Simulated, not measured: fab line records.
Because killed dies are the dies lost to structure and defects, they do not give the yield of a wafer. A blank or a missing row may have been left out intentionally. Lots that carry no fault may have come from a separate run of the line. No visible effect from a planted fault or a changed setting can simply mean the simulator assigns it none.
A sampling plan put to the test :: flow n5-finfet :: one line in one fab, 27 faults in these records, each fault weighed on the records of the lots it struck
The line's own looks make up the plan; these are the steps of the route where a gauge or inspection reads the wafer and leaves it unchanged. Where struck wafers have a number at a look and the file lists that look's usual mean and standard deviation on fault-free wafers, the look can be judged. Caught: the struck wafers' mean, at a look after the fault's first step, is 4 or more of those standard deviations (sigma) away from the usual mean. On the tool: the identical test, applied to the tool's own readings at the steps of the fault. If the struck wafers alone have a blank record, or they carry another recipe, that too counts as caught.

## THE FAULTS, as the simulator had put them in
1. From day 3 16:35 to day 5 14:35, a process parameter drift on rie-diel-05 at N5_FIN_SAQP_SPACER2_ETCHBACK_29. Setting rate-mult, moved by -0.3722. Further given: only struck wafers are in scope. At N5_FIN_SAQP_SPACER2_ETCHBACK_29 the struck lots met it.
2. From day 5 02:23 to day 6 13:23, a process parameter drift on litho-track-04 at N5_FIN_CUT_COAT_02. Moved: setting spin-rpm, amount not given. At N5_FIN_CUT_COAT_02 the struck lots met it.
3. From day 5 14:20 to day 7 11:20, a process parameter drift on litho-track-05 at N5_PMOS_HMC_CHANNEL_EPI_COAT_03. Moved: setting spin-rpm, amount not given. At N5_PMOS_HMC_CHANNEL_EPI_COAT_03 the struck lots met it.
4. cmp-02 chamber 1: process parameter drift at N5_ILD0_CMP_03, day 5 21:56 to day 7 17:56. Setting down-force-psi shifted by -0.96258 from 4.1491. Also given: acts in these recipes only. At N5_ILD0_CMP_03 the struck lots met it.
5. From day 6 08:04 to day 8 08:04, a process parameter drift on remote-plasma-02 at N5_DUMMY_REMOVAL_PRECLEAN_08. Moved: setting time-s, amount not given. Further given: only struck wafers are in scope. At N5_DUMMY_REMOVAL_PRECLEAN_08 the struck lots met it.
6. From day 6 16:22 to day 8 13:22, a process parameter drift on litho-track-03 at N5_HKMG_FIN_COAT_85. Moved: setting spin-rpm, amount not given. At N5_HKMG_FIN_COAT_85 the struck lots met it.
7. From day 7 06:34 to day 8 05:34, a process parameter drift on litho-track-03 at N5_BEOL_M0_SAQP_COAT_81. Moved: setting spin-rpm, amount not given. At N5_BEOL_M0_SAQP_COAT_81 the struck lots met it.
8. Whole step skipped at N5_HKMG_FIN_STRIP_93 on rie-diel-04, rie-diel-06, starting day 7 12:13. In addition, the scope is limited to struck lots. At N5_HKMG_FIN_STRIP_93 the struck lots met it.
9. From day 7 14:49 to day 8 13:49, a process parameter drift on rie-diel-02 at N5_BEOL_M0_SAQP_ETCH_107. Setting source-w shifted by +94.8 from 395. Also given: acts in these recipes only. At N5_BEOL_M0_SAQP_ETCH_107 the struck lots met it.
10. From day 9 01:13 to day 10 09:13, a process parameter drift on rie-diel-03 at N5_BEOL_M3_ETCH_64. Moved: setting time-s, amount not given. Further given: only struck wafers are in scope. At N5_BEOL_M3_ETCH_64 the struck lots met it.
11. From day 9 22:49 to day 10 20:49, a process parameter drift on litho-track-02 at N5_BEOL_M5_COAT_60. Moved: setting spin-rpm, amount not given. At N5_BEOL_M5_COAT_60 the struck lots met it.
12. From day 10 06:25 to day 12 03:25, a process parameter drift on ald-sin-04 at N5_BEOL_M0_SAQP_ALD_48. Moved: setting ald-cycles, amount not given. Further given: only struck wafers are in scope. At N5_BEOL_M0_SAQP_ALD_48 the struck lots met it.
13. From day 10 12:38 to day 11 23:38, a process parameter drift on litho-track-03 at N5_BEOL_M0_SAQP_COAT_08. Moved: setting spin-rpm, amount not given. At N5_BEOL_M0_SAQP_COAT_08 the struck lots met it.
14. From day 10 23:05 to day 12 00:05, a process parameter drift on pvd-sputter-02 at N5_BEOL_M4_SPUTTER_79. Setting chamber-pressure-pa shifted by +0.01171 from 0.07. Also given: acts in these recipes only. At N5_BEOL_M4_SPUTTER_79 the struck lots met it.
15. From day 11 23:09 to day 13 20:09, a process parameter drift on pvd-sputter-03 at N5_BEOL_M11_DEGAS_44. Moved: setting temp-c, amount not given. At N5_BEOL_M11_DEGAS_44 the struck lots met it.
16. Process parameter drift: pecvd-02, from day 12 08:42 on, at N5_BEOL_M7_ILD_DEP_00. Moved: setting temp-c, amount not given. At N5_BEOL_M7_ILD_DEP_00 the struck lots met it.
17. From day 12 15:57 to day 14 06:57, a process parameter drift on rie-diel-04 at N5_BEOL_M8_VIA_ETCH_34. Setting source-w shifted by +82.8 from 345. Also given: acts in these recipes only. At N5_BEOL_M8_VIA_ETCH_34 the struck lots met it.
18. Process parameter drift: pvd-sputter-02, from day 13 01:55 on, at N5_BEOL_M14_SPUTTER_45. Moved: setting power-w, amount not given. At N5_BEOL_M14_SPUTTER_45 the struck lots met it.
19. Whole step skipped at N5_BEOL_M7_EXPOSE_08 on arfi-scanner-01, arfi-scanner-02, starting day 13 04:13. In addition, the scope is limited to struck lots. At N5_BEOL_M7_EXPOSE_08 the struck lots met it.
20. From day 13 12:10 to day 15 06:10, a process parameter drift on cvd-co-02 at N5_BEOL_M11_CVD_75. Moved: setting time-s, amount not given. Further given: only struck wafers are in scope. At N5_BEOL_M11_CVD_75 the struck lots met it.
21. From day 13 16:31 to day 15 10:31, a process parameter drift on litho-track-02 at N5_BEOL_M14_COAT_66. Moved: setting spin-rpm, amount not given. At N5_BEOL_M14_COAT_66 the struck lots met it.
22. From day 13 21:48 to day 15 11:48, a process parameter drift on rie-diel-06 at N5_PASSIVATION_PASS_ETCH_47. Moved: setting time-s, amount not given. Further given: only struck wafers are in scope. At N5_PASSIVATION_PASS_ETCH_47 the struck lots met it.
23. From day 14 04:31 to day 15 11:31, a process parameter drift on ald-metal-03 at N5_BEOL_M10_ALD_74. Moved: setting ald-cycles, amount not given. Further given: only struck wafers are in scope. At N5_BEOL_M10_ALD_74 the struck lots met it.
24. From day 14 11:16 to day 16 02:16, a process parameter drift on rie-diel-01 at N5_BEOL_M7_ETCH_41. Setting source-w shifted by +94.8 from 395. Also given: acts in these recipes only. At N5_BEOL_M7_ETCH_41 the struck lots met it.
25. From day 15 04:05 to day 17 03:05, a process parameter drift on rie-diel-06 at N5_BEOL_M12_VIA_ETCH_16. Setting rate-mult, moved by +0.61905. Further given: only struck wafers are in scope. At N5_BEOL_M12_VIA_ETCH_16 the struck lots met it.
26. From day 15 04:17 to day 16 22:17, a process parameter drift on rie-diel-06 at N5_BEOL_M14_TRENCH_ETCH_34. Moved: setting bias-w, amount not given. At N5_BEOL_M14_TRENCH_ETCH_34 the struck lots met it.
27. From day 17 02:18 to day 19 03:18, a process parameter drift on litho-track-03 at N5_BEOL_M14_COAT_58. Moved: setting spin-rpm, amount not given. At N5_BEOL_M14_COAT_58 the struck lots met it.

## WHAT THE PLAN SAW
fault: 1
on the tool itself: only faintly: oes-product-au -2.9 sigma
first look that catches it: not the one look that can be judged after it
reading, sigma: -
median hours from its first step to that look: -
hours from the fault's start to the first struck lot there: -
judged looks passed uncaught: 1

fault: 2
on the tool itself: spin-speed-rpm +99 or beyond sigma
first look that catches it: not the one look that can be judged after it
reading, sigma: -
median hours from its first step to that look: -
hours from the fault's start to the first struck lot there: -
judged looks passed uncaught: 1

fault: 3
on the tool itself: spin-speed-rpm +87 sigma
first look that catches it: not the one look that can be judged after it
reading, sigma: -
median hours from its first step to that look: -
hours from the fault's start to the first struck lot there: -
judged looks passed uncaught: 1

fault: 4
on the tool itself: head-pressure-psi -99 or beyond sigma
first look that catches it: none of the 2 looks that can be judged after it
reading, sigma: -
median hours from its first step to that look: -
hours from the fault's start to the first struck lot there: -
judged looks passed uncaught: 2

fault: 5
on the tool itself: no reading that can be judged
first look that catches it: not the one look that can be judged after it
reading, sigma: -
median hours from its first step to that look: -
hours from the fault's start to the first struck lot there: -
judged looks passed uncaught: 1

fault: 6
on the tool itself: spin-speed-rpm +43 sigma
first look that catches it: not the one look that can be judged after it
reading, sigma: -
median hours from its first step to that look: -
hours from the fault's start to the first struck lot there: -
judged looks passed uncaught: 1

fault: 7
on the tool itself: spin-speed-rpm +99 or beyond sigma
first look that catches it: not the one look that can be judged after it
reading, sigma: -
median hours from its first step to that look: -
hours from the fault's start to the first struck lot there: -
judged looks passed uncaught: 1

fault: 8
on the tool itself: the tool's record is blank for the struck wafers
first look that catches it: not the one look that can be judged after it
reading, sigma: -
median hours from its first step to that look: -
hours from the fault's start to the first struck lot there: -
judged looks passed uncaught: 1

fault: 9
on the tool itself: rf-fwd-power-W +55 sigma
first look that catches it: none of the 2 looks that can be judged after it
reading, sigma: -
median hours from its first step to that look: -
hours from the fault's start to the first struck lot there: -
judged looks passed uncaught: 2

fault: 10
on the tool itself: only faintly: oes-product-au +2.8 sigma
first look that catches it: not the one look that can be judged after it
reading, sigma: -
median hours from its first step to that look: -
hours from the fault's start to the first struck lot there: -
judged looks passed uncaught: 1

fault: 11
on the tool itself: spin-speed-rpm +57 sigma
first look that catches it: not the one look that can be judged after it
reading, sigma: -
median hours from its first step to that look: -
hours from the fault's start to the first struck lot there: -
judged looks passed uncaught: 1

fault: 12
on the tool itself: under 2 sigma
first look that catches it: not the one look that can be judged after it
reading, sigma: -
median hours from its first step to that look: -
hours from the fault's start to the first struck lot there: -
judged looks passed uncaught: 1

fault: 13
on the tool itself: spin-speed-rpm -99 or beyond sigma
first look that catches it: not the one look that can be judged after it
reading, sigma: -
median hours from its first step to that look: -
hours from the fault's start to the first struck lot there: -
judged looks passed uncaught: 1

fault: 14
on the tool itself: chamber-pressure-pa +78 sigma
first look that catches it: not the one look that can be judged after it
reading, sigma: -
median hours from its first step to that look: -
hours from the fault's start to the first struck lot there: -
judged looks passed uncaught: 1

fault: 15
on the tool itself: susceptor-temp-C -15 sigma
first look that catches it: not the one look that can be judged after it
reading, sigma: -
median hours from its first step to that look: -
hours from the fault's start to the first struck lot there: -
judged looks passed uncaught: 1

fault: 16
on the tool itself: susceptor-temp-C -21 sigma
first look that catches it: no look after it can be judged
reading, sigma: -
median hours from its first step to that look: -
hours from the fault's start to the first struck lot there: -
judged looks passed uncaught: 0

fault: 17
on the tool itself: rf-fwd-power-W +51 sigma
first look that catches it: no look after it can be judged
reading, sigma: -
median hours from its first step to that look: -
hours from the fault's start to the first struck lot there: -
judged looks passed uncaught: 0

fault: 18
on the tool itself: cathode-dc-power-W -99 or beyond sigma
first look that catches it: no look after it can be judged
reading, sigma: -
median hours from its first step to that look: -
hours from the fault's start to the first struck lot there: -
judged looks passed uncaught: 0

fault: 19
on the tool itself: no reading that can be judged
first look that catches it: no look after it can be judged
reading, sigma: -
median hours from its first step to that look: -
hours from the fault's start to the first struck lot there: -
judged looks passed uncaught: 0

fault: 20
on the tool itself: run-length-s +99 or beyond sigma
first look that catches it: no look after it can be judged
reading, sigma: -
median hours from its first step to that look: -
hours from the fault's start to the first struck lot there: -
judged looks passed uncaught: 0

fault: 21
on the tool itself: spin-speed-rpm -99 or beyond sigma
first look that catches it: none of the 2 looks that can be judged after it
reading, sigma: -
median hours from its first step to that look: -
hours from the fault's start to the first struck lot there: -
judged looks passed uncaught: 2

fault: 22
on the tool itself: run-length-s -86 sigma
first look that catches it: no look after it can be judged
reading, sigma: -
median hours from its first step to that look: -
hours from the fault's start to the first struck lot there: -
judged looks passed uncaught: 0

fault: 23
on the tool itself: under 2 sigma
first look that catches it: not the one look that can be judged after it
reading, sigma: -
median hours from its first step to that look: -
hours from the fault's start to the first struck lot there: -
judged looks passed uncaught: 1

fault: 24
on the tool itself: rf-fwd-power-W +59 sigma
first look that catches it: no look after it can be judged
reading, sigma: -
median hours from its first step to that look: -
hours from the fault's start to the first struck lot there: -
judged looks passed uncaught: 0

fault: 25
on the tool itself: oes-product-au +4.4 sigma
first look that catches it: not the one look that can be judged after it
reading, sigma: -
median hours from its first step to that look: -
hours from the fault's start to the first struck lot there: -
judged looks passed uncaught: 1

fault: 26
on the tool itself: bias-w +32 sigma
first look that catches it: no look after it can be judged
reading, sigma: -
median hours from its first step to that look: -
hours from the fault's start to the first struck lot there: -
judged looks passed uncaught: 0

fault: 27
on the tool itself: spin-speed-rpm -64 sigma
first look that catches it: no look after it can be judged
reading, sigma: -
median hours from its first step to that look: -
hours from the fault's start to the first struck lot there: -
judged looks passed uncaught: 0
Dash: fault not caught, or number not given in these records.

Caught at a look: 0 of 27. Caught on the tool: 21 of 27. By one or the other: 21 of 27.
Faults caught by the tool alone: 2, 3, 4, 6, 7, 8, 9, 11, 13, 14, 15, 16, 17, 18, 20, 21, 22, 24, 25, 26, 27.
Caught by neither: faults 1, 5, 10, 12, 19, 23.
